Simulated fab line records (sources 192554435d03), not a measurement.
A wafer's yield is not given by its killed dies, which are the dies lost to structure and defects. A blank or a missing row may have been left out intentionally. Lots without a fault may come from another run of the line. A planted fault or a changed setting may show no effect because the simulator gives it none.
The tool behind it: which one? -- flow n5-finfet -- Sampling: 20 lots, 60 wafers, 6 of 1938 route steps

== WHAT THE GAUGES SHOWED, per wafer ==
The record holds no reading of a measuring or inspecting step that can be judged against a usual standard deviation.

== WHAT TOOL EACH LOT RAN ON (gives the tool, then ch and the chambers of the sampled wafers, and finally the start) ==
lot,N5_MOL_CONTACT_COAG_ETCH_66,N5_MOL_CONTACT_COAG_ALD_133,N5_MOL_CONTACT_COAG_ETCHBACK_136,N5_MOL_CONTACT_COAG_STRIP_72,N5_BEOL_M0_SAQP_ETCH_101,N5_BEOL_M0_SAQP_RECESS_109
L074,"rie-diel-01 ch 0,1, day 5 08:37","ald-sin-02 ch 1,2, day 5 08:41","rie-diel-06 ch 2,3, day 5 09:00","rie-diel-06 ch 2,3, day 5 09:09","rie-diel-02 ch 2,3, day 5 16:51","vapor-etch-01 ch 0,1, day 5 17:40"
L075,"rie-diel-05 ch 0,1,3, day 5 17:24","ald-sin-02 ch 0,1,3, day 5 17:34","rie-diel-01 ch 0,1, day 5 17:53","rie-diel-01 ch 0,1, day 5 18:02","rie-diel-02 ch 0,2,3, day 6 01:51","vapor-etch-01 ch 0,1, day 6 02:41"
L077,"rie-diel-05 ch 1,2,3, day 6 10:07","ald-sin-04 ch 0,1,3, day 6 10:11","rie-diel-05 ch 0,2,3, day 6 10:29","rie-diel-05 ch 0,2,3, day 6 10:38","rie-diel-03 ch 0,1,3, day 6 20:01","vapor-etch-02 ch 0,1, day 6 20:51"
L078,"rie-diel-01 ch 1,2, day 6 14:16","ald-sin-02 ch 0,1,3, day 6 14:21","rie-diel-06 ch 0,1,3, day 6 14:41","rie-diel-06 ch 0,1,3, day 6 14:50","rie-diel-04 ch 1,2,3, day 6 23:38","vapor-etch-02 ch 0,1, day 7 00:28"
L079,"rie-diel-06 ch 1,2, day 6 20:20","ald-sin-02 ch 0,2,3, day 6 20:30","rie-diel-06 ch 0,2, day 6 20:48","rie-diel-06 ch 0,2, day 6 20:58","rie-diel-04 ch 2,3, day 7 04:58","vapor-etch-01 ch 0,1, day 7 05:54"
L080,"rie-diel-06 ch 0,1,3, day 6 23:08","ald-sin-04 ch 0,2,3, day 6 23:13","rie-diel-01 ch 0,2,3, day 6 23:32","rie-diel-01 ch 0,2,3, day 6 23:41","rie-diel-04 ch 1,2,3, day 7 07:37","vapor-etch-01 ch 0,1, day 7 08:29"
L081,"rie-diel-06 ch 0,1, day 6 23:58","ald-sin-04 ch 1,3, day 7 00:03","rie-diel-06 ch 0,3, day 7 00:44","rie-diel-06 ch 0,3, day 7 00:53","rie-diel-03 ch 0,3, day 7 10:31","vapor-etch-01 ch 0,1, day 7 11:21"
L082,"rie-diel-01 ch 0,1,3, day 7 05:40","ald-sin-04 ch 1,2,3, day 7 05:45","rie-diel-01 ch 0,1,3, day 7 06:04","rie-diel-01 ch 0,1,3, day 7 06:13","rie-diel-02 ch 0,1,3, day 7 13:37","vapor-etch-02 ch 0, day 7 14:26"
L084,"rie-diel-05 ch 0,1,2, day 7 16:41","ald-sin-04 ch 0,1,2, day 7 17:08","rie-diel-05 ch 0,1, day 7 17:26","rie-diel-05 ch 0,1, day 7 17:35","rie-diel-03 ch 1,2, day 8 03:14","vapor-etch-02 ch 0,1, day 8 04:16"
L085,"rie-diel-06 ch 2,3, day 8 00:17","ald-sin-01 ch 0,1, day 8 00:35","rie-diel-06 ch 0,1, day 8 01:03","rie-diel-06 ch 0,1, day 8 01:13","rie-diel-02 ch 0,2,3, day 8 10:35","vapor-etch-02 ch 0,1, day 8 11:25"
L086,"rie-diel-05 ch 0,2, day 8 06:13","ald-sin-01 ch 1,2, day 8 06:49","rie-diel-05 ch 0,1, day 8 07:07","rie-diel-05 ch 0,1, day 8 07:17","rie-diel-03 ch 0,1, day 8 15:28","vapor-etch-02 ch 0,1, day 8 16:19"
L087,"rie-diel-05 ch 0,1, day 8 10:03","ald-sin-02 ch 0,3, day 8 10:08","rie-diel-06 ch 1,3, day 8 10:42","rie-diel-06 ch 1,3, day 8 10:52","rie-diel-02 ch 2,3, day 8 18:23","vapor-etch-01 ch 0,1, day 8 19:14"
L088,"rie-diel-05 ch 1,2,3, day 8 13:19","ald-sin-01 ch 0,1,2, day 8 13:24","rie-diel-06 ch 0,1,3, day 8 13:43","rie-diel-06 ch 0,1,3, day 8 13:52","rie-diel-04 ch 0,1, day 8 23:34","vapor-etch-02 ch 0,1, day 9 00:25"
L089,"rie-diel-01 ch 1,2,3, day 9 01:56","ald-sin-04 ch 1,3, day 9 02:01","rie-diel-01 ch 1,2,3, day 9 02:24","rie-diel-01 ch 1,2,3, day 9 02:33","rie-diel-03 ch 0,2,3, day 9 11:13","vapor-etch-02 ch 0,1, day 9 12:09"
L090,"rie-diel-06 ch 0,3, day 9 09:37","ald-sin-01 ch 1,3, day 9 09:42","rie-diel-01 ch 0,2, day 9 10:01","rie-diel-01 ch 0,2, day 9 10:10","rie-diel-02 ch 1,3, day 9 18:43","vapor-etch-02 ch 0,1, day 9 19:38"
L091,"rie-diel-06 ch 0,1,2, day 9 13:28","ald-sin-01 ch 0,2,3, day 9 13:38","rie-diel-05 ch 0,1,3, day 9 14:01","rie-diel-05 ch 0,1,3, day 9 14:11","rie-diel-04 ch 0,2,3, day 9 22:56","vapor-etch-02 ch 0,1, day 9 23:48"
L092,"rie-diel-05 ch 0,3, day 9 18:56","ald-sin-04 ch 1,2,3, day 9 19:01","rie-diel-01 ch 0,1,3, day 9 19:19","rie-diel-01 ch 0,1,3, day 9 19:28","rie-diel-03 ch 0,1,2, day 10 03:43","vapor-etch-01 ch 0,1, day 10 04:32"
L093,"rie-diel-05 ch 0,1,3, day 10 01:29","ald-sin-02 ch 0,1,3, day 10 01:34","rie-diel-01 ch 0,1,2, day 10 01:53","rie-diel-01 ch 0,1,2, day 10 02:02","rie-diel-03 ch 0,1,3, day 10 10:04","vapor-etch-01 ch 0,1, day 10 10:56"
L095,"rie-diel-06 ch 1,2, day 10 13:26","ald-sin-02 ch 0,1,3, day 10 13:31","rie-diel-01 ch 0,3, day 10 13:53","rie-diel-01 ch 0,3, day 10 14:02","rie-diel-04 ch 1,2,3, day 11 00:25","vapor-etch-01 ch 0,1, day 11 01:44"
L096,"rie-diel-05 ch 0,1, day 10 17:23","ald-sin-02 ch 0,2, day 10 17:29","rie-diel-01 ch 0,2,3, day 10 17:47","rie-diel-01 ch 0,2,3, day 10 17:56","rie-diel-03 ch 1,2, day 11 03:43","vapor-etch-01 ch 0,1, day 11 04:34"
- N5_MOL_CONTACT_COAG_ETCH_66: etches SiARC in CF4, target depth 13 nm, time 21.7 s.
- N5_MOL_CONTACT_COAG_ALD_133: deposits SiO2, target thk 5 nm, pulse time 1 s, co reactant pulse time 1 s.
- N5_MOL_CONTACT_COAG_ETCHBACK_136: etches SiO2 in CHF3, target depth 25 nm, time 16.7 s.
- N5_MOL_CONTACT_COAG_STRIP_72: strips in N2/H2.
- N5_BEOL_M0_SAQP_ETCH_101: etches SiNx in CH3F/O2, target depth 29.9 nm, time 42.7 s.
- N5_BEOL_M0_SAQP_RECESS_109: chemistry HF/NH3, target SiO2, target depth 3 nm, afs cycles 1, sublimation time 60 s.

== AS READ BY THE TOOLS THEMSELVES (means over the sampled wafers that have a number; for cases with no such wafer, the mark the record gives instead) ==
N5_MOL_CONTACT_COAG_ETCH_66. Usual: drypump-motor-current-A 5.7 A, standard deviation 0.45; etch-rf-on-time-s 21.8 s, standard deviation 0.52; oes-product-au 0.65 a.u., standard deviation 0.073; rf-vpp-V 183.9 V, standard deviation 1.3; showerhead-plenum-p-Torr 2.14 Torr, standard deviation 0.095; throttle-valve-pct 15.71 %, standard deviation 0.18.
lot,tool,drypump-motor-current-A (A),etch-rf-on-time-s (s),oes-product-au (a.u.),rf-vpp-V (V),showerhead-plenum-p-Torr (Torr),throttle-valve-pct (%),flag
L074,rie-diel-01,5.7,22.1,0.68,184.0,2.16,15.49,
L075,rie-diel-05,5.7,21.6,0.63,183.0,2.05,15.84,
L077,rie-diel-05,5.7,21.8,0.60,182.3,2.07,15.81,
L078,rie-diel-01,6.2,22.0,0.61,184.6,2.16,15.81,
L079,rie-diel-06,5.7,21.5,0.62,182.6,2.11,15.88,
L080,rie-diel-06,5.8,22.1,0.65,184.2,2.21,15.75,
L081,rie-diel-06,5.8,21.7,0.64,184.6,2.17,15.85,
L082,rie-diel-01,5.6,22.2,0.63,183.5,2.14,15.62,
L084,rie-diel-05,5.8,22.1,0.70,183.7,2.10,15.71,
L085,rie-diel-06,5.7,21.8,0.66,184.4,2.17,15.70,
L086,rie-diel-05,5.4,22.5,0.59,182.0,2.01,15.75,
L087,rie-diel-05,6.2,21.2,0.78,183.7,2.18,15.70,
L088,rie-diel-05,5.7,21.8,0.68,183.8,2.15,15.68,
L089,rie-diel-01,5.9,21.9,0.60,183.7,2.15,15.75,
L090,rie-diel-06,5.8,21.9,0.65,185.3,2.23,15.69,
L091,rie-diel-06,5.7,22.1,0.61,184.0,2.13,15.78,
L092,rie-diel-05,5.2,22.0,0.62,182.8,2.08,15.76,
L093,rie-diel-05,5.7,21.5,0.68,183.9,2.13,15.76,
L095,rie-diel-06,5.6,21.3,0.67,182.9,2.06,15.66,
L096,rie-diel-05,5.7,21.6,0.69,183.3,2.07,15.82,

N5_MOL_CONTACT_COAG_ALD_133. Usual: heater-power-w 78 W, standard deviation 9.3; precursor-pulse-height-rel 0.997, standard deviation 0.02.
lot,tool,heater-power-w (W),precursor-pulse-height-rel,flag
L074,ald-sin-02,76,0.996,
L075,ald-sin-02,70,0.986,
L077,ald-sin-04,83,0.996,
L078,ald-sin-02,70,0.982,
L079,ald-sin-02,73,0.993,
L080,ald-sin-04,92,1.005,
L081,ald-sin-04,78,0.994,
L082,ald-sin-04,86,1.002,
L084,ald-sin-04,85,1.012,
L085,ald-sin-01,74,1.022,
L086,ald-sin-01,79,0.988,
L087,ald-sin-02,71,1.003,
L088,ald-sin-01,75,1.004,
L089,ald-sin-04,76,0.997,
L090,ald-sin-01,69,1.004,
L091,ald-sin-01,80,1.003,
L092,ald-sin-04,83,1.012,
L093,ald-sin-02,70,1.029,
L095,ald-sin-02,69,0.989,
L096,ald-sin-02,75,0.996,

N5_MOL_CONTACT_COAG_ETCHBACK_136. Usual: drypump-motor-current-A 5.7 A, standard deviation 0.41; oes_ar_750_au 0.75 a.u., standard deviation 0.06; oes-product-au 0.75 a.u., standard deviation 0.064; rf-vpp-V 523 V, standard deviation 7.4; showerhead-plenum-p-Torr 2.39 Torr, standard deviation 0.09; throttle-valve-pct 18.78 %, standard deviation 0.15.
lot,tool,drypump-motor-current-A (A),oes_ar_750_au (a.u.),oes-product-au (a.u.),rf-vpp-V (V),showerhead-plenum-p-Torr (Torr),throttle-valve-pct (%),flag
L074,rie-diel-06,5.7,0.77,0.79,533,2.42,18.73,
L075,rie-diel-01,5.9,0.77,0.76,514,2.39,18.75,
L077,rie-diel-05,5.3,0.74,0.73,521,2.28,18.85,
L078,rie-diel-06,5.8,0.77,0.76,526,2.45,18.83,
L079,rie-diel-06,5.7,0.74,0.73,523,2.33,18.69,
L080,rie-diel-01,5.7,0.75,0.74,524,2.41,18.63,
L081,rie-diel-06,5.8,0.79,0.78,530,2.49,18.75,
L082,rie-diel-01,5.6,0.75,0.74,520,2.38,18.71,
L084,rie-diel-05,5.7,0.84,0.83,518,2.31,18.91,
L085,rie-diel-06,5.9,0.75,0.74,522,2.43,18.84,
L086,rie-diel-05,6.2,0.91,0.90,519,2.43,18.84,
L087,rie-diel-06,5.7,0.76,0.77,531,2.45,18.89,
L088,rie-diel-06,5.8,0.75,0.75,526,2.44,18.87,
L089,rie-diel-01,5.9,0.70,0.69,519,2.38,18.80,
L090,rie-diel-01,5.8,0.75,0.75,522,2.41,18.60,
L091,rie-diel-05,5.7,0.81,0.81,516,2.37,18.87,
L092,rie-diel-01,5.6,0.74,0.72,518,2.37,18.75,
L093,rie-diel-01,6.0,0.72,0.72,518,2.39,18.74,
L095,rie-diel-01,5.4,0.73,0.73,524,2.37,18.70,
L096,rie-diel-01,5.7,0.72,0.72,524,2.39,18.68,

N5_MOL_CONTACT_COAG_STRIP_72. Usual: drypump-motor-current-A 5.7 A, standard deviation 0.41; n2-flow-sccm 200.0 sccm, standard deviation 0.55; oes-product-au 0.75 a.u., standard deviation 0.068; rf-vpp-V 59.3 V, standard deviation 1.9; showerhead-plenum-p-Torr 2.55 Torr, standard deviation 0.095; throttle-valve-pct 23.7 %, standard deviation 0.31.
lot,tool,drypump-motor-current-A (A),n2-flow-sccm (sccm),oes-product-au (a.u.),rf-vpp-V (V),showerhead-plenum-p-Torr (Torr),throttle-valve-pct (%),flag
L074,rie-diel-06,5.7,199.7,0.78,58.0,2.57,23.4,
L075,rie-diel-01,5.9,199.9,0.77,58.7,2.55,23.8,
L077,rie-diel-05,5.3,200.5,0.73,60.2,2.42,23.8,
L078,rie-diel-06,5.8,199.7,0.77,57.8,2.60,23.8,
L079,rie-diel-06,5.7,199.8,0.73,59.6,2.49,23.7,
L080,rie-diel-01,5.7,199.8,0.74,58.7,2.57,23.4,
L081,rie-diel-06,5.9,199.3,0.79,59.4,2.64,23.5,
L082,rie-diel-01,5.6,199.6,0.75,59.9,2.55,23.6,
L084,rie-diel-05,5.7,199.7,0.84,59.0,2.48,24.0,
L085,rie-diel-06,5.9,200.1,0.75,56.4,2.61,24.0,
L086,rie-diel-05,6.2,200.1,0.92,58.0,2.60,24.0,
L087,rie-diel-06,5.7,199.4,0.77,58.7,2.60,23.6,
L088,rie-diel-06,5.8,200.0,0.75,58.5,2.60,23.8,
L089,rie-diel-01,5.9,200.1,0.70,59.4,2.55,23.6,
L090,rie-diel-01,5.7,199.5,0.75,58.7,2.57,23.4,
L091,rie-diel-05,5.7,199.7,0.80,59.1,2.52,23.9,
L092,rie-diel-01,5.6,199.7,0.73,59.9,2.54,23.7,
L093,rie-diel-01,6.0,199.9,0.72,60.2,2.56,23.6,
L095,rie-diel-01,5.4,200.7,0.73,60.4,2.53,23.6,
L096,rie-diel-01,5.7,199.9,0.72,59.8,2.56,23.5,

N5_BEOL_M0_SAQP_ETCH_101. Usual: CH3F_flow_sccm 30.02 sccm, standard deviation 0.094; drypump-motor-current-A 5.8 A, standard deviation 0.48; oes_ar_750_au 0.79 a.u., standard deviation 0.084; oes-product-au 0.79 a.u., standard deviation 0.086; rf-vpp-V 297 V, standard deviation 6.3; showerhead-plenum-p-Torr 2.03 Torr, standard deviation 0.062; throttle-valve-pct 16.3 %, standard deviation 0.32.
lot,tool,CH3F_flow_sccm (sccm),drypump-motor-current-A (A),oes_ar_750_au (a.u.),oes-product-au (a.u.),rf-vpp-V (V),showerhead-plenum-p-Torr (Torr),throttle-valve-pct (%),flag
L074,rie-diel-02,29.95,6.6,0.96,0.97,303,2.11,16.1,
L075,rie-diel-02,29.99,6.1,0.87,0.88,302,2.06,16.2,
L077,rie-diel-03,30.04,5.8,0.82,0.82,290,2.02,16.3,
L078,rie-diel-04,29.98,5.9,0.73,0.73,302,2.07,16.3,
L079,rie-diel-04,30.00,5.7,0.72,0.71,299,2.06,16.3,
L080,rie-diel-04,30.06,5.9,0.73,0.74,302,2.07,16.3,
L081,rie-diel-03,30.02,5.7,0.87,0.85,291,2.09,16.2,
L082,rie-diel-02,29.97,5.7,0.83,0.83,299,2.04,16.3,
L084,rie-diel-03,30.17,5.7,0.77,0.76,287,1.94,16.5,
L085,rie-diel-02,29.97,6.1,0.83,0.84,302,2.05,16.2,
L086,rie-diel-03,30.03,5.9,0.75,0.75,292,1.97,16.4,
L087,rie-diel-02,29.95,6.6,0.90,0.90,302,2.10,16.1,
L088,rie-diel-04,30.04,6.1,0.72,0.73,302,2.05,16.3,
L089,rie-diel-03,30.03,5.5,0.81,0.80,292,2.05,16.3,
L090,rie-diel-02,30.03,6.2,0.88,0.88,300,2.09,16.1,
L091,rie-diel-04,29.93,5.7,0.81,0.82,299,2.04,16.4,
L092,rie-diel-03,29.99,5.6,0.76,0.76,291,1.97,16.5,
L093,rie-diel-03,30.02,5.8,0.79,0.78,289,2.01,16.4,
L095,rie-diel-04,30.10,5.9,0.80,0.81,303,2.06,16.2,
L096,rie-diel-03,30.04,5.3,0.77,0.76,290,1.97,16.5,

N5_BEOL_M0_SAQP_RECESS_109. Usual: drypump-motor-current-A 5.8 A, standard deviation 0.34; foreline-p-Torr 0.1280 Torr, standard deviation 0.00036.
lot,tool,drypump-motor-current-A (A),foreline-p-Torr (Torr),flag
L074,vapor-etch-01,5.6,0.1283,
L075,vapor-etch-01,5.5,0.1278,
L077,vapor-etch-02,6.1,0.1281,
L078,vapor-etch-02,6.1,0.1278,
L079,vapor-etch-01,5.6,0.1282,
L080,vapor-etch-01,5.5,0.1282,
L081,vapor-etch-01,5.6,0.1280,
L082,vapor-etch-02,6.3,0.1282,
L084,vapor-etch-02,6.1,0.1279,
L085,vapor-etch-02,6.2,0.1282,
L086,vapor-etch-02,6.2,0.1276,
L087,vapor-etch-01,5.5,0.1281,
L088,vapor-etch-02,6.2,0.1281,
L089,vapor-etch-02,6.1,0.1280,
L090,vapor-etch-02,6.1,0.1280,
L091,vapor-etch-02,6.1,0.1282,
L092,vapor-etch-01,5.6,0.1273,
L093,vapor-etch-01,5.5,0.1282,
L095,vapor-etch-01,5.5,0.1282,
L096,vapor-etch-01,5.5,0.1280,

== THE ANSWER, worked out from the rows above alone ==
Rule: a lot counts as off when the mean over its wafers that have a number is more than 3 standard deviations away from the usual mean. Also off: a lot with no number at a reading for which 4 or more lots have one. Where the step has rows for the other lots, those lots are counted as sound. Order of review: gauges by route order, followed by the tools' own readings, for which a lot's mean as printed above is used. The first step at which some lot is off is used, and at that step the reading that is off furthest; a lot without a number counts as furthest.
Nothing can be told from this: no lot is off at any reading shown.

== WHAT WAS PUT IN BY THE SIMULATOR ==
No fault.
